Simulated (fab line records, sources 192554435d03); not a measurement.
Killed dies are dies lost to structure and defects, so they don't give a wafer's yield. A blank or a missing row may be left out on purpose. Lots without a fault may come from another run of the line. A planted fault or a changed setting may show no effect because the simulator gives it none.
Chamber matching | flow n5_finfet | N5_HKMG_FIN_ETCH_54 on rie_diel-04: 4 sister chambers
The step etches SiARC in CF4, target depth 45.5 nm, time 75.8 s. 22 wafers are shown with their chamber, then 11 later ones without.

WAFERS WITH THEIR CHAMBER
wafer  | chamber | throttle_valve_pct (%) | drypump_motor_current_A (A) | showerhead_plenum_p_Torr (Torr)
L075.2 | 1       | 15.61                  | 5.6                         | 2.17
L075.5 | 0       | 15.57                  | 5.3                         | 2.13
L075.6 | 3       | 16.06                  | 5.6                         | 2.22
L076.1 | 2       | 15.25                  | 5.9                         | 2.17
L076.2 | 3       | 16.07                  | 5.6                         | 2.22
L076.4 | 0       | 15.56                  | 5.3                         | 2.13
L078.3 | 0       | 15.56                  | 5.3                         | 2.13
L078.4 | 3       | 16.07                  | 5.6                         | 2.22
L078.5 | 0       | 15.58                  | 5.3                         | 2.13
L082.2 | 2       | 15.26                  | 6.0                         | 2.16
L082.4 | 0       | 15.57                  | 5.3                         | 2.13
L082.5 | 3       | 16.09                  | 5.6                         | 2.21
L084.1 | 2       | 15.28                  | 6.0                         | 2.16
L084.5 | 1       | 15.65                  | 5.5                         | 2.17
L084.6 | 2       | 15.28                  | 6.0                         | 2.16
L085.2 | 3       | 16.10                  | 5.6                         | 2.21
L085.3 | 0       | 15.60                  | 5.3                         | 2.13
L085.4 | 2       | 15.29                  | 6.0                         | 2.16
L086.1 | 0       | 15.59                  | 5.3                         | 2.13
L086.3 | 2       | 15.28                  | 5.9                         | 2.16
L086.5 | 1       | 15.67                  | 5.6                         | 2.16
L092.2 | 2       | 15.29                  | 5.9                         | 2.15

SIGNATURES (means of the wafers above)
reading                  | chamber 0 | chamber 1 | chamber 2 | chamber 3 | scatter within a chamber
throttle_valve_pct       | 15.5757   | 15.6433   | 15.2757   | 16.0780   | 0.0178
drypump_motor_current_A  | 5.300     | 5.567     | 5.957     | 5.600     | 0.0364
showerhead_plenum_p_Torr | 2.1300    | 2.1667    | 2.1600    | 2.2160    | 0.00463
Rule: a wafer's distance from a chamber is the root of the sum, over the readings, of the square of ((its reading less the chamber's mean) divided by the reading's scatter). The wafer belongs to the nearest chamber; if the next one is less than 2 further off, it can't be placed. The scatter: the root of (the sum of the squares of (reading less its chamber's mean) over the shown wafers, divided by (wafers less chambers)).

WAFERS WITHOUT THEIR CHAMBER
wafer  | throttle_valve_pct (%) | drypump_motor_current_A (A) | showerhead_plenum_p_Torr (Torr)
L092.4 | 15.63                  | 5.3                         | 2.12
L092.5 | 15.34                  | 6.0                         | 2.15
L093.3 | 15.70                  | 5.5                         | 2.16
L093.5 | 15.70                  | 5.5                         | 2.16
L093.6 | 15.33                  | 6.0                         | 2.15
L095.1 | 15.71                  | 5.6                         | 2.16
L095.4 | 15.72                  | 5.5                         | 2.16
L095.6 | 15.32                  | 6.0                         | 2.15
L091.3 | 15.35                  | 6.0                         | 2.15
L091.4 | 15.66                  | 5.3                         | 2.12
L091.5 | 15.72                  | 5.6                         | 2.15

WHICH CHAMBER EACH WENT THROUGH
wafer  | from the rows above | in truth
L092.4 | 0                   | 0
L092.5 | 2                   | 2
L093.3 | 1                   | 1
L093.5 | 1                   | 1
L093.6 | 2                   | 2
L095.1 | 1                   | 1
L095.4 | 1                   | 1
L095.6 | 2                   | 2
L091.3 | 2                   | 2
L091.4 | 0                   | 0
L091.5 | 1                   | 1
Placed correctly: 11 of 11. Can't be placed from these rows: 0. Placed wrongly: 0.
